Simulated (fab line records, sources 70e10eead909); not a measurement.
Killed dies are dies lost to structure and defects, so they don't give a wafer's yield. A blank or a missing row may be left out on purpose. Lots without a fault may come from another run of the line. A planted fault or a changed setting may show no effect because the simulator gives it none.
Which tool did it? | flow nand_harc | 11 lots, 31 wafers sampled, at 5 steps of a route of 1302

WHAT THE GAUGES READ, wafer by wafer
NHARC_END_SORT_01. Usual: killed_at_array 54, standard deviation 18; killed_at_other 0.9, standard deviation 1.2; killed_at_periphery 4.4, standard deviation 2.9; killed_dies 59, standard deviation 18; killed_open 3.2, standard deviation 1.8; killed_short 2.6, standard deviation 1.8.
lot  | measured     | on        | killed_at_array | killed_at_other | killed_at_periphery | killed_dies | killed_open | killed_short | flag
L230 | day 30 14:59 | prober-01 | 134             | 0               | 3                   | 137         | 3           | 0            | OFF

WHICH TOOL RAN EACH LOT (tool, then ch and the chambers of the sampled wafers, then the start)
lot  | NHARC_A_CHANNEL_HOLE_D2_ETCH_34               | NHARC_A_CHANNEL_FILL_D2_STRIP_28   | NHARC_A_STAIRCASE_DESCUM_168       | NHARC_A_STAIRCASE_ETCH_170
L220 | rie_diel-05 ch 0,1,3, day 14 22:17 or earlier | rie_diel-07 ch 0,2, day 14 22:17   | rie_diel-10 ch 0,2, day 16 01:46   | rie_diel-10 ch 1,2,3, no start
L221 | rie_diel-02 ch 0,2,3, day 15 07:08 or earlier | rie_diel-07 ch 0,1,3, day 15 07:08 | rie_diel-01 ch 0,2,3, day 16 08:14 | rie_diel-01 ch 0,1,2, no start
L223 | rie_diel-02 ch 0,3, day 15 16:59 or earlier   | rie_diel-04 ch 1,2, day 15 16:59   | rie_diel-06 ch 0,1,3, day 17 01:36 | rie_diel-06 ch 0,2,3, no start
L230 | rie_diel-02 ch 1, day 19 09:10 or earlier     | rie_diel-07 ch 2, day 19 09:10     | rie_diel-01 ch 0, day 20 15:55     | rie_diel-01 ch 1, day 30 14:59 or earlier
L234 | rie_diel-05 ch 0,3, day 20 11:23 or earlier   | rie_diel-13 ch 0,2,3, day 20 11:23 | rie_diel-10 ch 0,1,3, day 21 12:55 | rie_diel-10 ch 1,3, no start
L235 | rie_diel-05 ch 1,2,3, day 20 18:04 or earlier | rie_diel-13 ch 2,3, day 20 18:04   | rie_diel-10 ch 0,3, day 21 21:05   | rie_diel-10 ch 2,3, no start
L236 | rie_diel-11 ch 0,1,3, day 21 07:44 or earlier | rie_diel-04 ch 0,2, day 21 07:44   | rie_diel-06 ch 1,2, day 22 08:00   | rie_diel-06 ch 1,2, no start
L238 | rie_diel-11 ch 0,1,2, day 22 01:18 or earlier | rie_diel-13 ch 1,2, day 22 01:18   | rie_diel-01 ch 0,1,2, day 23 04:22 | rie_diel-01 ch 0,2,3, no start
L240 | rie_diel-02 ch 1,2,3, day 22 13:02 or earlier | rie_diel-13 ch 1,2,3, day 22 13:02 | rie_diel-10 ch 1,2,3, day 23 14:14 | rie_diel-10 ch 0,1,3, no start
L241 | rie_diel-05 ch 2,3, day 23 19:57 or earlier   | rie_diel-13 ch 2,3, day 23 19:57   | rie_diel-06 ch 0,1,3, day 24 23:44 | rie_diel-06 ch 0,2,3, no start
L242 | rie_diel-11 ch 1,2, day 23 19:59 or earlier   | rie_diel-04 ch 1,2, day 23 19:59   | rie_diel-01 ch 1,2, day 24 23:32   | rie_diel-01 ch 0,1, no start
- NHARC_A_CHANNEL_HOLE_D2_ETCH_34: etches the open film in CF4/CHF3, target depth 154 nm, time 77 s.
- NHARC_A_CHANNEL_FILL_D2_STRIP_28: strips in O2, time 20 s.
- NHARC_A_STAIRCASE_DESCUM_168: chemistry O2, time 3 s.
- NHARC_A_STAIRCASE_ETCH_170: etches the open film in C4F6/O2, target depth 200 nm, time 66.667 s.

WHAT THE TOOLS THEMSELVES READ (means of the sampled wafers that have a number; where no wafer has one, the mark that the record gives instead)
NHARC_A_CHANNEL_HOLE_D2_ETCH_34. Usual: drypump_motor_current_A 5.7 A, standard deviation 0.31; oes_product_au 0.953 a.u., standard deviation 0.025; rf_vpp_V 370.4 V, standard deviation 2; showerhead_plenum_p_Torr 1.56 Torr, standard deviation 0.056; throttle_valve_pct 16.801 %, standard deviation 0.0093.
lot  | tool        | drypump_motor_current_A (A) | oes_product_au (a.u.) | rf_vpp_V (V) | showerhead_plenum_p_Torr (Torr) | throttle_valve_pct (%) | flag
L220 | rie_diel-05 | 5.9                         | 0.973                 | 369.7        | 1.56                            | 16.804                 |
L221 | rie_diel-02 | 5.6                         | 0.917                 | 371.2        | 1.59                            | 16.801                 |
L223 | rie_diel-02 | 5.6                         | 0.954                 | 372.2        | 1.62                            | 16.809                 |
L230 | rie_diel-02 | 6.0                         | 0.980                 | 368.3        | 1.51                            | 16.808                 |
L234 | rie_diel-05 | 6.1                         | 0.970                 | 369.1        | 1.52                            | 16.799                 |
L235 | rie_diel-05 | 5.5                         | 0.966                 | 369.6        | 1.54                            | 16.809                 |
L236 | rie_diel-11 | 5.9                         | 0.965                 | 370.8        | 1.58                            | 16.797                 |
L238 | rie_diel-11 | 5.6                         | 0.957                 | 369.3        | 1.54                            | 16.802                 |
L240 | rie_diel-02 | 5.8                         | 0.964                 | 369.6        | 1.54                            | 16.806                 |
L241 | rie_diel-05 | 5.4                         | 0.931                 | 369.0        | 1.53                            | 16.803                 |
L242 | rie_diel-11 | 5.5                         | 0.906                 | 367.7        | 1.49                            | 16.803                 |

NHARC_A_CHANNEL_FILL_D2_STRIP_28. Usual: drypump_motor_current_A 5.7 A, standard deviation 0.33; o2_flow_sccm 500.0 sccm, standard deviation 1.6; oes_product_au 1.000 a.u., standard deviation 0.012; rf_vpp_V 57.7 V, standard deviation 0.87; showerhead_plenum_p_Torr 3.52 Torr, standard deviation 0.14; throttle_valve_pct 17.036 %, standard deviation 0.0095.
lot  | tool        | drypump_motor_current_A (A) | o2_flow_sccm (sccm) | oes_product_au (a.u.) | rf_vpp_V (V) | showerhead_plenum_p_Torr (Torr) | throttle_valve_pct (%) | flag
L220 | rie_diel-07 | 5.4                         | 500.3               | 1.000                 | 57.5         | 3.51                            | 17.022                 |
L221 | rie_diel-07 | 5.6                         | 497.5               | 0.989                 | 58.0         | 3.45                            | 17.045                 |
L223 | rie_diel-04 | 5.5                         | 500.9               | 1.004                 | 57.6         | 3.54                            | 17.034                 |
L230 | rie_diel-07 | 5.2                         | 499.0               | 1.017                 | 56.4         | 3.76                            | 17.058                 |
L234 | rie_diel-13 | 5.8                         | 500.1               | 1.006                 | 58.0         | 3.42                            | 17.038                 |
L235 | rie_diel-13 | 5.7                         | 499.5               | 0.983                 | 57.5         | 3.43                            | 17.044                 |
L236 | rie_diel-04 | 5.9                         | 500.8               | 0.995                 | 58.5         | 3.61                            | 17.031                 |
L238 | rie_diel-13 | 6.0                         | 501.1               | 1.007                 | 57.0         | 3.53                            | 17.028                 |
L240 | rie_diel-13 | 5.7                         | 500.4               | 0.998                 | 58.0         | 3.52                            | 17.035                 |
L241 | rie_diel-13 | 5.6                         | 499.9               | 0.993                 | 56.9         | 3.43                            | 17.038                 |
L242 | rie_diel-04 | 5.3                         | 500.6               | 0.997                 | 57.9         | 3.44                            | 17.039                 |

NHARC_A_STAIRCASE_DESCUM_168. Usual: drypump_motor_current_A 5.8 A, standard deviation 0.61; o2_flow_sccm 200.0 sccm, standard deviation 0.59; oes_product_au 1.003 a.u., standard deviation 0.0091; rf_vpp_V 57.6 V, standard deviation 0.89; showerhead_plenum_p_Torr 1.88 Torr, standard deviation 0.073; throttle_valve_pct 11.311 %, standard deviation 0.0087.
lot  | tool        | drypump_motor_current_A (A) | o2_flow_sccm (sccm) | oes_product_au (a.u.) | rf_vpp_V (V) | showerhead_plenum_p_Torr (Torr) | throttle_valve_pct (%) | flag
L220 | rie_diel-10 | 5.2                         | 200.2               | 1.003                 | 57.4         | 1.84                            | 11.311                 |
L221 | rie_diel-01 | 5.9                         | 200.5               | 1.012                 | 58.2         | 1.92                            | 11.316                 |
L223 | rie_diel-06 | 6.1                         | 199.5               | 0.998                 | 58.2         | 1.89                            | 11.311                 |
L230 | rie_diel-01 | 6.7                         | 200.3               | 1.023                 | 57.6         | 1.97                            | 11.329                 |
L234 | rie_diel-10 | 5.5                         | 200.3               | 1.003                 | 57.1         | 1.89                            | 11.309                 |
L235 | rie_diel-10 | 5.3                         | 200.1               | 1.007                 | 58.0         | 1.96                            | 11.307                 |
L236 | rie_diel-06 | 6.0                         | 200.4               | 1.004                 | 57.5         | 1.84                            | 11.314                 |
L238 | rie_diel-01 | 6.0                         | 200.1               | 1.006                 | 58.8         | 1.88                            | 11.318                 |
L240 | rie_diel-10 | 5.4                         | 199.8               | 1.005                 | 57.3         | 1.87                            | 11.308                 |
L241 | rie_diel-06 | 6.1                         | 200.0               | 0.997                 | 57.9         | 1.88                            | 11.316                 |
L242 | rie_diel-01 | 5.8                         | 199.4               | 0.986                 | 57.6         | 1.82                            | 11.311                 |

NHARC_A_STAIRCASE_ETCH_170. Usual: drypump_motor_current_A 5.8 A, standard deviation 0.6; o2_flow_sccm 20.00 sccm, standard deviation 0.058; oes_product_au 0.977 a.u., standard deviation 0.014; rf_vpp_V 545.3 V, standard deviation 2.9; showerhead_plenum_p_Torr 3.85 Torr, standard deviation 0.14; throttle_valve_pct 26.902 %, standard deviation 0.0094.
lot  | tool        | drypump_motor_current_A (A) | o2_flow_sccm (sccm) | oes_product_au (a.u.) | rf_vpp_V (V) | showerhead_plenum_p_Torr (Torr) | throttle_valve_pct (%) | flag
L220 | rie_diel-10 | 5.5                         | 20.08               | 0.985                 | 545.1        | 3.87                            | 26.911                 |
L221 | rie_diel-01 | 5.9                         | 20.03               | 0.984                 | 545.6        | 3.89                            | 26.904                 |
L223 | rie_diel-06 | 6.0                         | 19.93               | 0.977                 | 544.0        | 3.81                            | 26.907                 |
L230 | rie_diel-01 | 6.4                         | 19.92               | 0.976                 | 543.2        | 3.74                            | 26.896                 |
L234 | rie_diel-10 | 5.5                         | 20.04               | 0.985                 | 548.2        | 3.97                            | 26.900                 |
L235 | rie_diel-10 | 5.2                         | 20.00               | 0.993                 | 545.6        | 3.86                            | 26.899                 |
L236 | rie_diel-06 | 6.0                         | 20.00               | 0.980                 | 544.6        | 3.79                            | 26.905                 |
L238 | rie_diel-01 | 5.9                         | 19.98               | 0.981                 | 547.6        | 3.91                            | 26.909                 |
L240 | rie_diel-10 | 5.5                         | 20.02               | 0.981                 | 545.6        | 3.85                            | 26.901                 |
L241 | rie_diel-06 | 6.1                         | 19.96               | 0.954                 | 543.2        | 3.77                            | 26.905                 |
L242 | rie_diel-01 | 6.5                         | 20.02               | 0.965                 | 543.7        | 3.81                            | 26.899                 |

THE ANSWER, worked out from the rows above alone
Rule: a lot is off if the mean of its wafers that have a number lies more than 3 standard deviations from the usual mean. A lot without any number at a reading at which 4 lots or more have one is off too. The other lots that the step has rows for count as sound. The gauges are gone through in route order, then the tools' own readings, and for those a lot's mean is taken as printed above. The first step at which some lot is off is used, and at that step the reading that is off furthest; a lot without a number counts as furthest.
Off: L230, at NHARC_END_SORT_01 (killed_at_array). Neither off nor sound, because the step has no rows for them: L220, L221, L223, L234, L235, L236, L238, L240, L241, L242.
A tool fits if, at a process step before that reading, it ran every lot that is off, and no sound lot after the first of them. The gauges at NHARC_END_SORT_01 are tried like those tools. NHARC_A_CHANNEL_HOLE_D2_ETCH_34 gives no start for some lots, so the hours and the order of its lots are those of NHARC_A_CHANNEL_FILL_D2_STRIP_28. NHARC_A_STAIRCASE_ETCH_170 gives no start for some lots, so the hours and the order of its lots are those of NHARC_END_SORT_01. Can't be told from this: 4 tools fit, rie_diel-02 at NHARC_A_CHANNEL_HOLE_D2_ETCH_34, rie_diel-07 at NHARC_A_CHANNEL_FILL_D2_STRIP_28, rie_diel-01 at NHARC_A_STAIRCASE_DESCUM_168 and NHARC_A_STAIRCASE_ETCH_170, prober-01 at NHARC_END_SORT_01.

WHAT THE SIMULATOR HAD PUT IN
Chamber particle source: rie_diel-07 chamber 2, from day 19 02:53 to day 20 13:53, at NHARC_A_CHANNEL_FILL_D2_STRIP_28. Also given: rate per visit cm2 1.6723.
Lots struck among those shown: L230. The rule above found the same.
